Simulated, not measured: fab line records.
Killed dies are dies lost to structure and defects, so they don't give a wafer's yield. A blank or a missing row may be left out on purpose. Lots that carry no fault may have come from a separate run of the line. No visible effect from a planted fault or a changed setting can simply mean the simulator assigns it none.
A single fault, viewed from 2 desks + flow nand harc + each desk holds nothing but its own numbers, with what lay behind them at the end

## DESK OF THE TOOL OWNER: wet bench-03
The tool's own readings at NHARC_P_GATE_PRECLEAN_97 (cleans in SPM, time 600 s): means of the sampled wafers that have a number, for each lot that ran on this tool. The brackets show how far a lot's mean lies from the usual mean; more than 4 standard deviations puts the lot out of limits, marked OUT.
Columns: A = temp c at NHARC_P_GATE_PRECLEAN_97, usual 120.00 C
| lot  | first seen here | A      |
|------|-----------------|--------|
| L895 | day 5 06:01     | 119.94 |
| L902 | day 6 23:40     | 119.96 |
| L908 | day 8 15:57     | 120.01 |
| L910 | day 8 23:14     | 120.05 |
| L916 | day 10 08:51    | 119.88 |
This desk's finding: nothing out of limits on any of the 5 lots.

## THE DEFECT DESK
Per lot, the means of the sampled wafers with a number show what the inspections along the route counted. The brackets show how far a lot's mean lies from the usual mean; more than 4 standard deviations puts the lot out of limits, marked OUT.
Columns: A = raw defect count at NHARC_P_GATE_INSPECT_68, usual 184
| lot  | first seen here | A              |
|------|-----------------|----------------|
| L896 | day 5 13:32     | 186            |
| L895 | day 5 15:01     | 299            |
| L901 | day 7 05:47     | 167            |
| L902 | day 7 07:05     | 149            |
| L903 | day 7 13:20     | 135            |
| L907 | day 8 16:59     | 182            |
| L908 | day 8 23:26     | 240            |
| L910 | day 9 06:28     | 806 (+9.4) OUT |
| L916 | day 10 16:08    | 733 (+8.3) OUT |
| L918 | day 11 00:16    | 120            |
| L917 | day 11 00:40    | 273            |
This desk's verdict: out of limits on L910, L916, starting with L910 at day 9 06:28 (raw defect count at NHARC_P_GATE_INSPECT_68). Within limits: L896, L895, L901, L902, L903, L907, L908, L918, L917.

## BROUGHT TOGETHER
The defect desk could have raised an alarm at day 9 06:28, on L910, L916.
The tool owner's desk saw nothing out of limits.
Tool owner's desk: L910, L916 on record, inside its limits.
The lots listed all ran NHARC_P_GATE_PRECLEAN_97 on wet bench-03.

## WHAT THE SIMULATOR PUT IN
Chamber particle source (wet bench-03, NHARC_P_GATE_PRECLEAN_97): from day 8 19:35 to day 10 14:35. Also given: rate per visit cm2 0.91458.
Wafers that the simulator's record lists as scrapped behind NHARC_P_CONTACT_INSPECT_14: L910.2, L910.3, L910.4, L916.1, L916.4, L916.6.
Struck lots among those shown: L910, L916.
Hours from the fault's start to each desk's first reading out of limits: the defect desk, 11.
